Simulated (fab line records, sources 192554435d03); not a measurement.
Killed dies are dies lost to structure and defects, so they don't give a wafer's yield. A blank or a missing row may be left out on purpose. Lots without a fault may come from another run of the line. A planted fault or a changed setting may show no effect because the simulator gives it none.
One fault seen from 2 desks | flow n5_finfet | each desk has only its own numbers; what lay behind them comes last

THE TOOL OWNER'S DESK: arfi_scanner-01
The tool's own readings at N5_BEOL_M11_EXPOSE_25 (exposes mask V10): means of the sampled wafers that have a number, for each lot that ran on this tool. A lot is out of limits, marked OUT, if its mean lies more than 4 standard deviations from the usual mean; the brackets give that distance.
Columns: A = reticle_temp_C at N5_BEOL_M11_EXPOSE_25, usual 23.00 C
lot  | first seen here | A
L115 | day 11 17:24    | 22.85
L121 | day 13 11:25    | 22.95
L125 | day 14 05:08    | 23.05
This desk's finding: nothing out of limits on any of the 3 lots.

THE METROLOGY DESK
What the gauges read, lot by lot, whatever tool the lot ran on: means of the sampled wafers that have a number. A lot is out of limits, marked OUT, if its mean lies more than 4 standard deviations from the usual mean; the brackets give that distance.
Columns: A = cd_nm at N5_BEOL_M11_CD_MEAS_11, usual 64.3 nm; B = V10_OVL at N5_BEOL_M11_OVL_MEAS_29, usual 0.1 nm
lot  | first seen here | A    | B
L114 | day 11 10:06    | 64.2 | 0.1
L115 | day 11 11:22    | 64.3 | -0.2
L116 | day 12 07:15    | 63.8 | 0.0
L119 | day 13 05:35    | 64.5 | -0.1
L121 | day 13 09:02    | 64.2 | 9.0 (+12) OUT
L120 | day 13 16:49    | 64.0 | -0.3
L125 | day 14 02:07    | 63.9 | 8.9 (+12) OUT
L128 | day 15 03:17    | 64.1 | -0.6
L130 | day 16 02:56    | 64.3 | 0.5
L132 | day 16 08:05    | 64.5 | 0.3
This desk's finding: out of limits on L121, L125; first on L121, day 13 11:35 (V10_OVL at N5_BEOL_M11_OVL_MEAS_29). In limits: L114, L115, L116, L119, L120, L128, L130, L132.

PUT TOGETHER
The metrology desk could have raised an alarm at day 13 11:35, on L121, L125.
The tool owner's desk saw nothing out of limits.
The tool owner's desk has L121, L125 on record, within its limits.
Of the lots named, all ran N5_BEOL_M11_EXPOSE_25 on arfi_scanner-01.

WHAT THE SIMULATOR HAD PUT IN
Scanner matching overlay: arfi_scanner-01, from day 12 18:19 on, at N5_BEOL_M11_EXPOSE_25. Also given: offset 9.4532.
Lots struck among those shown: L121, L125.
Hours from the fault's start to each desk's first reading out of limits: the metrology desk, 17.
